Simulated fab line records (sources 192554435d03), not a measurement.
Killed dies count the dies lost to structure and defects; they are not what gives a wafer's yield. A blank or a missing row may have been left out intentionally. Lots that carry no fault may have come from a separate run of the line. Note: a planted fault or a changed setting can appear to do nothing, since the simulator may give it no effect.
fab line records	flow n5_finfet
record lots=6	wafers=18	last_day=18
route steps=1938 shown BEOL_M0_SAQP@683 BEOL_M4@1111 PASSIVATION@1936
lots that met no fault: taken from a fault-free run of the same line
start_h: start of the lot's first displayed wafer, in hours after the record's first day	wait_h: hours elapsed since this lot's preceding step	" identical to the entry in the row above	L1.1+2: one row covering several wafers at once	- value missing, or start not given	* or withheld: withheld	< > ~ a bound
route shown NAME@n: names a module that has steps shown in the file, with the first one's number in the route	usual: the fault-free wafers' mean and standard deviation	same: alike in all rows	chamber/n: place in a boat	sites: per-site readings	_std_site: standard deviation across them	_edge_site: mean of outer sites minus mean of inner sites	radius_mm: for every site, how far away it sits from the centre of the wafer	mask NAME#n: copy n	behind: the most recent tool/chamber to have shaped the wafer	hold: what put the lot on hold/how long, in hours/how the hold closed	device: names the non-switching transistor (n, p or np)	end of line: the same wafers' tests at the end of the route	step lacking rows: just its recipe	killed: at the first sort, the dies lost to defects and structure; wafer yield is something else	map: shows each die of a wafer: x if killed, . if not, _ if none is there
set.NAME: the setting that was run; set.NAME@STEP: the one run at that earlier step	model.NAME: the simulator's own value behind a step, which no gauge read
a table for each step, a row for each wafer; lots at some steps of the route
services: when a tool's chamber went out of use (start_h, in hours from the record's first day, below 0 if earlier), for how many hours, and the reason
## steps
# step N5_BEOL_M0_SAQP_COAT_34
# recipe resist=CAR-EUV	spin_rpm=1500	resist_thk_nm=30
# step N5_BEOL_M0_SAQP_EBR_36
# recipe solvent=PGMEA	ebr_width_mm=1.5
# step N5_BEOL_M0_SAQP_SOFTBAKE_35
# recipe temp_c=110	time_s=60	resist=CAR-EUV
# step N5_BEOL_M0_SAQP_EXPOSE_37
# recipe mask_id=M0_CUT1	na=0.33	source_shape=annular	sigma_inner=0.35	sigma_outer=0.8	polarization=unpolarized	target_cd_nm=30	dose_mj=44.75
# step N5_BEOL_M0_SAQP_PEB_38
# recipe peb_temp_c=100	peb_time_s=60	resist=CAR-EUV
# step N5_BEOL_M0_SAQP_DEVELOP_39
# recipe develop_time_s=30	developer=TMAH	resist=CAR-EUV	rinse_liquid=surfactant_rinse	dry=air_spin	dev_temp_c=23
# step N5_BEOL_M0_SAQP_CD_MEAS_40
# recipe target_cd_nm=30	landing_energy_ev=500	detector=se_inlens
# usual cd_nm=30.04/0.25
lot.wafer	tool	chamber	start_h	wait_h	cd_nm
L301.2	cd_sem-03	0	143.83	-	30.11
L301.3	"	0	"	"	30.20
L301.4	"	0	"	"	30.06
L311.3	cd_sem-02	0	176.67	-	30.39
L311.4	"	0	"	"	30.00
L311.5	"	0	"	"	30.05
L313.2	cd_sem-03	0	189.80	-	30.26
L313.4	"	0	"	"	29.91
L313.5	"	0	"	"	30.26
L314.2	cd_sem-01	0	197.29	-	29.92
L314.4	"	0	"	"	29.70
L314.5	"	0	"	"	29.89
L323.1	cd_sem-01	0	249.32	-	30.44
L323.5	"	0	"	"	30.21
L323.6	"	0	"	"	30.09
L324.1	cd_sem-03	0	258.06	-	30.07
L324.3	"	0	"	"	29.67
L324.6	"	0	"	"	30.00
# step N5_BEOL_M0_SAQP_OVL_MEAS_41
# recipe points_per_wafer=522
# usual M0_CUT1_OVL=0.3/0.7
lot.wafer	tool	chamber	start_h	wait_h	M0_CUT1_OVL[nm]
L301.2	overlay-01	0	143.86	0.0	-0.2
L301.3	"	0	"	"	0.1
L301.4	"	0	"	"	-0.3
L311.3	overlay-02	0	176.71	0.0	-0.9
L311.4	"	0	"	"	-0.6
L311.5	"	0	"	"	-0.7
L313.2	overlay-01	0	189.83	0.0	0.9
L313.4	"	0	"	"	-0.4
L313.5	"	0	"	"	0.2
L314.2	overlay-02	0	197.33	0.0	0.6
L314.4	"	0	"	"	-0.2
L314.5	"	0	"	"	0.8
L323.1	overlay-01	0	249.35	0.0	-0.9
L323.5	"	0	"	"	-0.9
L323.6	"	0	"	"	0.9
L324.1	overlay-01	0	258.09	0.0	0.3
L324.3	"	0	"	"	0.3
L324.6	"	0	"	"	0.8
# step N5_BEOL_M0_SAQP_INSPECT_42
# recipe mode=adi	inspect_instrument=brightfield
# usual raw_defect_count=277/84
lot.wafer	tool	chamber	start_h	wait_h	raw_defect_count
L301.2	defect_inspect-01	-	143.92	0.1	232
L301.3	"	-	"	"	303
L301.4	"	-	"	"	164
L311.3	defect_inspect-01	-	176.76	0.0	159
L311.4	"	-	"	"	206
L311.5	"	-	"	"	204
L313.2	defect_inspect-02	-	189.88	0.0	359
L313.4	"	-	"	"	314
L313.5	"	-	"	"	353
L314.2	defect_inspect-01	-	197.38	0.0	242
L314.4	"	-	"	"	300
L314.5	"	-	"	"	224
L323.1	defect_inspect-01	-	249.42	0.1	394
L323.5	"	-	"	"	168
L323.6	"	-	"	"	305
L324.1	defect_inspect-02	-	258.14	0.1	171
L324.3	"	-	"	"	241
L324.6	"	-	"	"	250
# step N5_BEOL_M0_SAQP_DESCUM_45
# recipe chemistry=O2	time_s=7	source_power_w=50	bias_power_w=20	pressure_mtorr=20	rf_frequency_hz=2.712e+07	temp_c=40	resist=CAR-EUV	o2_flow_sccm=225
# usual drypump_motor_current_A=5.8/0.34	o2_flow_sccm=224.9/0.67	oes_product_au=0.80/0.1	rf_vpp_V=243.1/1.4	showerhead_plenum_p_Torr=2.09/0.079	temp_c=40.00/0.099	throttle_valve_pct=20.44/0.24
lot.wafer	tool	chamber	start_h	wait_h	drypump_motor_current_A	o2_flow_sccm	oes_product_au	rf_hours_counter_h	rf_vpp_V	showerhead_plenum_p_Torr	temp_c	throttle_valve_pct
L301.2	rie_diel-02	3	143.96	0.0	5.9	224.4	0.93	24	243.1	2.15	40.02	20.38
L301.3	"	1	"	"	5.9	223.9	0.76	137	243.3	2.09	39.97	20.63
L301.4	"	0	"	"	6.5	224.5	0.71	210	241.6	1.97	39.97	20.37
L311.3	rie_diel-04	3	176.79	0.0	5.4	226.1	0.85	59	244.0	2.13	40.00	20.14
L311.4	"	0	"	"	6.3	225.3	0.67	-	241.7	1.99	40.07	20.88
L311.5	"	3	"	"	5.4	224.4	0.86	-	242.1	2.13	40.15	20.14
L313.2	rie_diel-04	3	189.92	0.0	5.4	225.3	0.85	64	243.0	2.13	40.03	20.15
L313.4	"	1	"	"	5.8	224.0	0.66	-	241.2	2.05	39.92	20.59
L313.5	"	0	"	"	6.3	223.8	0.67	-	240.9	1.99	39.88	20.88
L314.2	rie_diel-04	0	197.54	0.2	6.3	224.7	0.67	262	242.1	1.98	39.99	20.90
L314.4	"	3	"	"	5.4	224.8	0.84	-	244.2	2.13	39.94	20.15
L314.5	"	1	"	"	5.8	225.7	0.66	-	242.6	2.05	39.90	20.60
L323.1	rie_diel-06	2	249.45	0.0	5.9	224.5	0.74	154	244.3	2.20	40.16	20.30
L323.5	"	1	"	"	5.9	225.4	0.95	-	244.9	2.21	40.06	20.18
L323.6	"	0	"	"	5.8	224.9	0.87	-	245.6	2.15	39.99	20.19
L324.1	rie_diel-02	2	258.18	0.0	5.3	224.6	0.88	48	243.6	2.13	39.98	20.37
L324.3	"	1	"	"	5.9	224.9	0.73	171	243.1	2.08	40.08	20.68
L324.6	"	0	"	"	6.6	224.8	0.68	-	240.0	1.96	39.87	20.44
# step N5_BEOL_M0_SAQP_ETCH_88
# recipe chemistry=N2/H2	target=underlayer	target_depth_a=65	time_s=5.2	ion_energy_ev=200	mask_material=CAR-EUV	pressure_mtorr=30	source_w=840	bias_w=150	n2_flow_sccm=200	h2_flow_sccm=200	ends=cleared
# usual drypump_motor_current_A=5.8/0.33	etch_rf_on_time_s=5.22/0.16	oes_product_au=0.68/0.088	rf_vpp_V=524.0/2.8	showerhead_plenum_p_Torr=2.55/0.091	throttle_valve_pct=17.91/0.29
lot.wafer	tool	chamber	start_h	wait_h	drypump_motor_current_A	etch_rf_on_time_s	oes_product_au	rf_hours_counter_h	rf_vpp_V	showerhead_plenum_p_Torr	throttle_valve_pct
L301.2	rie_diel-02	3	143.99	0.0	5.9	5.25	0.77	24	526.5	2.60	17.75
L301.3	"	1	"	"	5.9	5.27	0.65	137	524.3	2.55	18.17
L301.4	"	0	"	"	6.6	5.31	0.61	210	518.9	2.40	17.97
L311.3	rie_diel-04	3	176.83	0.0	5.4	4.90	0.74	59	523.9	2.59	17.68
L311.4	"	0	"	"	6.3	5.34	0.58	-	518.1	2.40	18.25
L311.5	"	3	"	"	5.4	4.91	0.74	-	523.3	2.59	17.71
L313.2	rie_diel-04	3	189.95	0.0	5.4	4.94	0.73	64	523.7	2.59	17.68
L313.4	"	1	"	"	5.8	5.29	0.57	-	524.1	2.51	18.18
L313.5	"	0	"	"	6.3	5.39	0.58	-	521.4	2.40	18.27
L314.2	rie_diel-04	0	197.58	0.0	6.4	5.35	0.57	262	517.8	2.40	18.28
L314.4	"	3	"	"	5.4	4.94	0.73	-	523.4	2.59	17.72
L314.5	"	1	"	"	5.8	5.28	0.57	-	521.2	2.51	18.19
L323.1	rie_diel-06	2	249.48	0.0	5.9	5.43	0.61	154	526.5	2.65	17.65
L323.5	"	1	"	"	5.9	5.19	0.81	-	529.9	2.70	17.69
L323.6	"	0	"	"	5.8	4.97	0.75	-	525.1	2.58	17.42
L324.1	rie_diel-02	2	258.22	0.0	5.2	5.33	0.75	48	523.7	2.59	17.85
L324.3	"	1	"	"	5.9	5.31	0.62	171	521.2	2.53	18.21
L324.6	"	0	"	"	6.5	5.37	0.58	-	521.5	2.39	18.06
# step N5_BEOL_M0_SAQP_ETCH_73
# recipe chemistry=CF4	target=SiARC	target_depth_a=195	mask_material=CAR-EUV	time_s=32.5	ion_energy_ev=80	pressure_mtorr=40	source_w=545	bias_w=36	Ar_flow_sccm=100	cf4_flow_sccm=100	ends=cleared
# usual drypump_motor_current_A=5.8/0.34	etch_rf_on_time_s=32.7/1	oes_product_au=0.68/0.088	rf_vpp_V=184.1/1.2	showerhead_plenum_p_Torr=2.15/0.075	throttle_valve_pct=15.61/0.25
lot.wafer	tool	chamber	start_h	wait_h	drypump_motor_current_A	etch_rf_on_time_s	oes_product_au	rf_hours_counter_h	rf_vpp_V	showerhead_plenum_p_Torr	throttle_valve_pct
L301.2	rie_diel-02	3	144.01	0.0	5.9	33.2	0.77	24	185.0	2.19	15.48
L301.3	"	1	"	"	5.9	33.4	0.64	137	183.5	2.15	15.80
L301.4	"	0	"	"	6.5	33.2	0.61	210	181.9	2.04	15.76
L311.3	rie_diel-04	3	176.84	0.0	5.4	30.6	0.74	59	185.7	2.18	15.31
L311.4	"	0	"	"	6.3	33.9	0.57	-	183.5	2.02	15.94
L311.5	"	3	"	"	5.4	31.0	0.73	-	184.5	2.18	15.32
L313.2	rie_diel-04	3	189.97	0.0	5.4	31.4	0.72	64	183.6	2.18	15.31
L313.4	"	1	"	"	5.8	33.2	0.57	-	184.8	2.12	15.89
L313.5	"	0	"	"	6.3	34.0	0.57	-	181.8	2.02	15.94
L314.2	rie_diel-04	0	197.59	0.0	6.3	33.5	0.57	262	183.4	2.02	15.95
L314.4	"	3	"	"	5.4	30.9	0.73	-	183.9	2.18	15.30
L314.5	"	1	"	"	5.8	33.0	0.58	-	183.8	2.12	15.90
L323.1	rie_diel-06	2	249.50	0.0	5.9	34.1	0.61	154	184.0	2.22	15.35
L323.5	"	1	"	"	5.9	32.5	0.82	-	185.4	2.27	15.40
L323.6	"	0	"	"	5.9	31.4	0.74	-	184.2	2.19	15.31
L324.1	rie_diel-02	2	258.23	0.0	5.2	34.0	0.73	48	185.1	2.18	15.52
L324.3	"	1	"	"	5.9	33.4	0.62	171	184.1	2.13	15.85
L324.6	"	0	"	"	6.6	33.5	0.58	-	183.4	2.03	15.82
# step N5_BEOL_M0_SAQP_CUT_ETCH_46
# recipe chemistry=N2/H2	target=SOC	target_depth_a=1350	overetch_a=270	temp_c=40	time_s=202.5	ion_energy_ev=200	mask_material=SiARC	pressure_mtorr=30	source_w=840	bias_w=150	n2_flow_sccm=200	h2_flow_sccm=200
# usual drypump_motor_current_A=5.8/0.34	rf_vpp_V=523.9/2.6	showerhead_plenum_p_Torr=2.55/0.091	temp_c=39.98/0.12	throttle_valve_pct=17.86/0.29
lot.wafer	tool	chamber	start_h	wait_h	drypump_motor_current_A	rf_hours_counter_h	rf_vpp_V	showerhead_plenum_p_Torr	temp_c	throttle_valve_pct	model.SiARC_of_BEOL_M0_SAQP_COAT_72.thk_nm
L301.2	rie_diel-02	3	144.04	0.0	5.9	24	524.4	2.60	39.89	17.69	5.4
L301.3	"	1	"	"	5.9	137	524.3	2.55	39.85	18.13	5
L301.4	"	0	"	"	6.5	210	519.9	2.40	40.03	17.96	5
L311.3	rie_diel-04	3	176.88	0.0	5.4	59	526.6	2.59	39.88	17.62	4.6
L311.4	"	0	"	"	6.4	-	521.4	2.40	40.01	18.21	5.2
L311.5	"	3	"	"	5.4	-	526.9	2.59	39.90	17.62	4.4
L313.2	rie_diel-04	3	190.00	0.0	5.4	64	524.3	2.59	39.95	17.64	5.2
L313.4	"	1	"	"	5.8	-	521.6	2.51	39.96	18.14	6
L313.5	"	0	"	"	6.3	-	519.1	2.40	39.94	18.20	6
L314.2	rie_diel-04	0	197.62	0.0	6.4	262	519.9	2.40	40.02	18.22	5.6
L314.4	"	3	"	"	5.4	-	525.3	2.59	40.04	17.65	5
L314.5	"	1	"	"	5.7	-	521.2	2.51	40.14	18.12	6
L323.1	rie_diel-06	2	249.53	0.0	6.0	154	526.1	2.65	39.74	17.60	5.4
L323.5	"	1	"	"	6.0	-	528.0	2.70	40.06	17.67	5
L323.6	"	0	"	"	5.9	-	526.1	2.58	39.67	17.37	4.6
L324.1	rie_diel-02	2	258.26	0.0	5.3	48	524.7	2.59	40.10	17.81	5.2
L324.3	"	1	"	"	5.9	171	524.2	2.53	40.15	18.16	5.2
L324.6	"	0	"	"	6.5	-	521.2	2.39	40.04	18.03	5.2
# step N5_BEOL_M0_SAQP_STRIP_74
# recipe chemistry=N2/H2	temp_c=40	n2_flow_sccm=200	h2_flow_sccm=200	rf_frequency_hz=6e+07
# step N5_BEOL_M4_RC_MEAS_101
# usual DIBL_N=37.1/1.8	DIBL_P=37.2/2.1	IOFF_N=0.17/0.033	IOFF_P=0.22/0.037	ION_N=680/11	ION_P=464/7.7	SS_N=71.7/0.63	SS_P=73.6/0.67	VT_N=248.9/2.9	VT_P=-251/3.6
lot.wafer	tool	chamber	start_h	wait_h	DIBL_N[mV/V]	DIBL_P[mV/V]	IOFF_N[nA/um]	IOFF_P[nA/um]	ION_N[uA/um]	ION_P[uA/um]	SS_N[mV/dec]	SS_P[mV/dec]	VT_N[mV]	VT_P[mV]
L301.2	prober-02	0	213.20	0.2	39.1	41.6	0.20	0.26	691	472	72.0	74.1	246.7	-250
L301.3	"	0	"	"	36.6	37.8	0.16	0.21	693	482	71.2	73.6	249.9	-250
L301.4	"	0	"	"	37.2	38.0	0.16	0.20	668	453	71.5	72.9	250.0	-250
L311.3	prober-02	0	236.02	0.3	33.3	34.6	0.12	0.16	645	453	70.2	73.7	255.6	-255
L311.4	"	0	"	"	36.3	39.1	0.17	0.22	668	457	71.8	73.7	250.3	-252
L311.5	"	0	"	"	37.1	40.1	0.19	0.24	683	464	72.5	75.0	247.8	-254
L313.2	prober-02	0	259.23	0.2	38.6	41.3	0.21	0.25	690	462	71.7	74.6	246.1	-252
L313.4	"	0	"	"	37.9	39.6	0.18	0.22	678	457	72.2	73.5	247.0	-250
L313.5	"	0	"	"	40.2	42.5	0.24	0.28	683	461	72.6	74.7	246.3	-248
L314.2	prober-02	0	283.78	0.2	38.0	37.7	0.16	0.22	670	459	71.0	74.2	251.2	-252
L314.4	"	0	"	"	32.7	31.5	0.09	0.14	676	462	69.8	71.9	257.7	-256
L314.5	"	0	"	"	36.9	36.3	0.15	0.20	698	474	71.0	72.8	252.1	-252
L323.1	prober-02	0	322.70	0.0	37.2	35.6	0.14	0.18	654	453	72.0	73.4	252.4	-253
L323.5	"	0	"	"	37.6	37.6	0.15	0.21	672	462	71.8	73.4	248.3	-249
L323.6	"	0	"	"	39.4	38.4	0.18	0.22	689	462	72.2	73.1	248.2	-249
L324.1	prober-02	0	325.62	0.0	34.8	33.9	0.14	0.20	671	460	71.2	72.7	249.8	-247
L324.3	"	0	"	"	37.9	36.6	0.20	0.23	695	469	72.3	73.9	245.1	-246
L324.6	"	0	"	"	36.0	35.7	0.17	0.22	675	466	71.3	72.6	247.3	-246
# step N5_PASSIVATION_PROBE_49
# usual defect_limited_yield=91.7/1.5	killed_at_M0_to_M3=32/10	killed_at_M4_up=14/5.3	killed_at_contacts=13/5.7	killed_at_front_end=37/10	killed_at_other=3.3/2.5	killed_dies=98/18	killed_open=65/13	killed_short=31/7.5	sort_bin_4_leakage=0.00/0.0099	sort_bin_5_function=4.9/0.91	sort_bin_6_memory=3.1/0.71	sort_bin_8_speed=0.00/0.017	sort_n_pass=1082/18
# same gross_dies=1180	killed_at_back_side=0
lot.wafer	tool	chamber	start_h	wait_h	defect_limited_yield[%]	killed_at_M0_to_M3	killed_at_M4_up	killed_at_contacts	killed_at_front_end	killed_at_other	killed_dies	killed_open	killed_short	sort_bin_4_leakage[%]	sort_bin_5_function[%]	sort_bin_6_memory[%]	sort_bin_8_speed[%]	sort_n_pass
L301.2	prober-01	-	331.82	0.1	89.2	18	18	17	74	1	128	88	36	0	6.5	3.8	0	1052
L301.3	prober-01	-	331.87	0.1	91.7	41	16	10	30	1	98	66	31	0	4.8	3.3	0	1082
L301.4	prober-01	-	331.92	0.2	92.3	20	21	16	33	1	91	54	32	0	4.9	2.2	0	1089
L311.3	prober-02	-	337.10	0.1	89.6	30	14	33	40	6	123	83	35	0	5.8	3.6	0.17	1057
L311.4	prober-02	-	337.15	0.2	90.3	19	18	26	47	5	115	83	32	0	6.5	3.1	0	1065
L311.5	prober-02	-	337.20	0.2	89.7	39	24	20	34	4	121	91	26	0	5.1	4.7	0	1059
L313.2	prober-02	-	360.53	0.1	89.3	51	13	16	45	1	126	86	36	0	6.8	3.4	0	1054
L313.4	prober-02	-	360.63	0.2	87.6	71	17	12	44	2	146	101	45	0	6.9	4.8	0	1034
L313.5	prober-02	-	360.68	0.2	90.7	41	15	16	35	3	110	72	35	0.08	5.5	3.5	0	1069
L314.2	prober-02	-	377.32	0.1	93.3	27	7	10	35	0	79	50	24	0	4.1	2.2	0	1101
L314.4	prober-02	-	377.42	0.2	90.8	35	8	7	58	1	109	78	31	0	5.1	3.7	0	1071
L314.5	prober-02	-	377.47	0.2	90.8	32	10	12	48	6	108	72	36	0	5.3	3.5	0	1072
L324.1	prober-01	-	432.63	0.0	94.1	22	7	9	32	0	70	38	32	0	3.6	1.9	0	1110
L324.3	prober-01	-	432.73	0.1	92.7	22	13	23	27	1	86	61	25	0	4.2	2.9	0	1094
L324.6	prober-01	-	432.88	0.3	91.9	19	27	18	28	3	95	69	23	0	4.7	3.2	0	1085
L323.1	prober-02	-	434.58	0.0	89.7	33	25	11	44	8	121	83	38	0	5.8	4.0	0	1059
L323.5	prober-02	-	434.78	0.2	90.3	23	18	15	58	1	115	78	37	0	5.6	3.8	0	1065
L323.6	prober-02	-	434.83	0.3	90.4	34	16	11	45	7	113	63	50	0	5.6	3.7	0	1067
# killed by level:class
L301.2 STI_FIN_REVEAL:geometric_particle:open=28 MOL_CONTACT_COAG:geometric_particle:open=13 FIN_SAQP:geometric_particle:open=11 DUMMY_GATE:geometric_particle:open=11 FIN_SAQP:geometric_particle:short=9 STI_FIN_REVEAL:geometric_particle:short=7 BEOL_M4:geometric_particle:open=7 MOL_CONTACT_COAG:geometric_particle:short=4
L301.3 BEOL_M0_SAQP:geometric_particle:open=13 BEOL_M1:geometric_particle:open=10 BEOL_M4:geometric_particle:open=9 FIN_SAQP:geometric_particle:open=7 DUMMY_GATE:geometric_particle:open=7 MOL_CONTACT_COAG:geometric_particle:open=7 BEOL_M0_SAQP:geometric_particle:short=7 DUMMY_GATE:geometric_particle:short=4
L301.4 MOL_CONTACT_COAG:geometric_particle:open=11 BEOL_M4:geometric_particle:open=10 STI_FIN_REVEAL:geometric_particle:open=6 STI_FIN_REVEAL:geometric_particle:short=5 MOL_CONTACT_COAG:geometric_particle:short=5 HKMG_FIN:area_etch=5 BEOL_M0_SAQP:geometric_particle:short=4 BEOL_M0_SAQP:geometric_particle:open=4
L311.3 MOL_CONTACT_COAG:geometric_particle:open=28 BEOL_M3:geometric_particle:open=10 FIN_SAQP:geometric_particle:open=9 BEOL_M4:geometric_particle:open=9 BEOL_M0_SAQP:geometric_particle:short=8 DUMMY_GATE:geometric_particle:open=6 FIN_SAQP:geometric_particle:short=5 STI_FIN_REVEAL:geometric_particle:open=5
L311.4 MOL_CONTACT_COAG:geometric_particle:open=21 STI_FIN_REVEAL:geometric_particle:open=14 BEOL_M4:geometric_particle:open=10 FIN_SAQP:geometric_particle:open=7 BEOL_M1:geometric_particle:open=7 MOL_CONTACT_COAG:geometric_particle:short=5 BEOL_M3:geometric_particle:open=5 STI_FIN_REVEAL:geometric_particle:short=4
L311.5 BEOL_M4:geometric_particle:open=18 MOL_CONTACT_COAG:geometric_particle:open=15 BEOL_M3:geometric_particle:open=9 BEOL_M1:geometric_particle:open=8 BEOL_M2:geometric_particle:open=8 STI_FIN_REVEAL:geometric_particle:open=7 FIN_SAQP:geometric_particle:open=6 BEOL_M0_SAQP:geometric_particle:open=6
L313.2 FIN_SAQP:geometric_particle:open=16 MOL_CONTACT_COAG:geometric_particle:open=14 BEOL_M0_SAQP:geometric_particle:short=12 BEOL_M0_SAQP:geometric_particle:open=10 FIN_SAQP:geometric_particle:short=9 STI_FIN_REVEAL:geometric_particle:open=9 BEOL_M1:geometric_particle:open=9 BEOL_M2:geometric_particle:open=7
L313.4 BEOL_M0_SAQP:geometric_particle:short=21 BEOL_M0_SAQP:geometric_particle:open=18 FIN_SAQP:geometric_particle:open=16 BEOL_M1:geometric_particle:open=13 MOL_CONTACT_COAG:geometric_particle:open=10 BEOL_M2:geometric_particle:open=10 BEOL_M4:geometric_particle:open=10 FIN_SAQP:geometric_particle:short=7
L313.5 FIN_SAQP:geometric_particle:open=16 MOL_CONTACT_COAG:geometric_particle:open=14 FIN_SAQP:geometric_particle:short=11 BEOL_M0:geometric_particle:open=10 BEOL_M0_SAQP:geometric_particle:open=10 BEOL_M0_SAQP:geometric_particle:short=9 BEOL_M1:geometric_particle:open=5 BEOL_M4:geometric_particle:open=5
L314.2 BEOL_M2:geometric_particle:open=9 MOL_CONTACT_COAG:geometric_particle:open=8 FIN_SAQP:geometric_particle:short=6 FIN_SAQP:geometric_particle:open=5 DUMMY_GATE:geometric_particle:open=5 DUMMY_GATE:geometric_particle:short=5 ILD0:geometric_particle:open=3 BEOL_M0_SAQP:geometric_particle:open=3
L314.4 FIN_SAQP:geometric_particle:open=18 STI_FIN_REVEAL:geometric_particle:open=12 FIN_SAQP:geometric_particle:short=9 BEOL_M0_SAQP:geometric_particle:open=9 MOL_CONTACT_COAG:geometric_particle:open=7 BEOL_M3:geometric_particle:open=6 STI_FIN_REVEAL:geometric_particle:short=6 BEOL_M2:geometric_particle:open=6
L314.5 FIN_SAQP:geometric_particle:short=17 FIN_SAQP:geometric_particle:open=12 MOL_CONTACT_COAG:geometric_particle:open=12 BEOL_M2:geometric_particle:open=7 BEOL_M3:geometric_particle:open=7 BEOL_M0_SAQP:geometric_particle:short=6 BEOL_M4:geometric_particle:open=5 DUMMY_GATE:geometric_particle:open=4
L324.1 MOL_CONTACT_COAG:geometric_particle:open=7 STARTING-WAFER:geometric_particle:short=7 DUMMY_GATE:geometric_particle:open=6 BEOL_M4:geometric_particle:open=5 ILD0:geometric_particle:short=5 BEOL_M0_SAQP:geometric_particle:short=5 BEOL_M1:geometric_particle:short=5 FIN_SAQP:geometric_particle:open=4
L324.3 MOL_CONTACT_COAG:geometric_particle:open=18 BEOL_M3:geometric_particle:open=8 BEOL_M0_SAQP:geometric_particle:open=6 DUMMY_GATE:geometric_particle:open=5 MOL_CONTACT_COAG:geometric_particle:short=5 BEOL_M4:geometric_particle:open=5 ILD0:geometric_particle:open=4 FIN_SAQP:geometric_particle:short=3
L324.6 MOL_CONTACT_COAG:geometric_particle:open=15 BEOL_M4:geometric_particle:open=15 BEOL_M3:geometric_particle:open=8 STI_FIN_REVEAL:geometric_particle:open=5 DUMMY_GATE:geometric_particle:open=4 BEOL_M4:geometric_particle:short=4 BEOL_M0_SAQP:geometric_particle:open=4 MOL_CONTACT_COAG:geometric_particle:short=3
L323.1 FIN_SAQP:geometric_particle:open=21 BEOL_M0_SAQP:geometric_particle:open=11 BEOL_M0_SAQP:geometric_particle:short=10 BEOL_M5:geometric_particle:open=10 MOL_CONTACT_COAG:geometric_particle:open=7 BEOL_M2:geometric_particle:open=7 FIN_SAQP:geometric_particle:short=6 GATE_CUT:geometric_particle:short=6
L323.5 FIN_SAQP:geometric_particle:open=18 MOL_CONTACT_COAG:geometric_particle:open=13 STI_FIN_REVEAL:geometric_particle:open=9 FIN_SAQP:geometric_particle:short=8 GATE_CUT:geometric_particle:short=7 BEOL_M4:geometric_particle:short=6 BEOL_M0_SAQP:geometric_particle:open=6 BEOL_M2:geometric_particle:open=5
L323.6 BEOL_M0_SAQP:geometric_particle:short=11 BEOL_M0_SAQP:geometric_particle:open=11 FIN_SAQP:geometric_particle:short=9 FIN_SAQP:geometric_particle:open=8 BEOL_M4:geometric_particle:open=8 GATE_CUT:geometric_particle:short=7 GATE_CUT:geometric_particle:open=6 MOL_CONTACT_COAG:geometric_particle:short=6
## services
tool	chamber	start_h	hours	kind
rie_diel-02	2	161.44	8.3	repair
rie_diel-06	1	180.43	-	clean
rie_diel-06	1	180.43	-	consumable_replace:focus_ring
rie_diel-06	1	180.43	-	consumable_replace:showerhead
rie_diel-06	1	180.43	19.7	scheduled_down
rie_diel-06	1	180.43	19.7	vent_cycle
rie_diel-02	1	183.49	5.8	repair
rie_diel-02	-	199.34	2.8	pm
rie_diel-04	0	228.92	-	clean
rie_diel-04	0	228.92	-	consumable_replace:focus_ring
rie_diel-04	0	228.92	-	consumable_replace:showerhead
rie_diel-04	0	228.92	27.6	scheduled_down
rie_diel-04	0	228.92	27.6	vent_cycle
rie_diel-04	1	256.49	-	clean
rie_diel-04	1	256.49	-	consumable_replace:focus_ring
rie_diel-04	1	256.49	17.6	scheduled_down
rie_diel-04	1	256.49	17.6	vent_cycle
rie_diel-06	1	256.96	4.2	repair
## key
first_sign none at tools or gauges
model_effect step=N5_BEOL_M0_SAQP_CUT_ETCH_46	value=SiARC_of_BEOL_M0_SAQP_COAT_72.thk_nm	without=5	struck=5.633
met_at N5_BEOL_M0_SAQP_CUT_ETCH_46
struck_wafers L313.2,L313.4,L313.5,L314.2,L314.4,L314.5
onset_between 176.88 190.00
also_fits N5_BEOL_M0_SAQP_DESCUM_45:rie_diel-04,N5_BEOL_M0_SAQP_ETCH_88:rie_diel-04,N5_BEOL_M0_SAQP_ETCH_73:rie_diel-04
fault kind=process_parameter_drift	tool=rie_diel-04	chamber=-	onset_h=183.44	steps=N5_BEOL_M0_SAQP_CUT_ETCH_46	channel=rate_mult	offset=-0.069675	shape=step	end_h=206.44	scope=struck_wafers_only
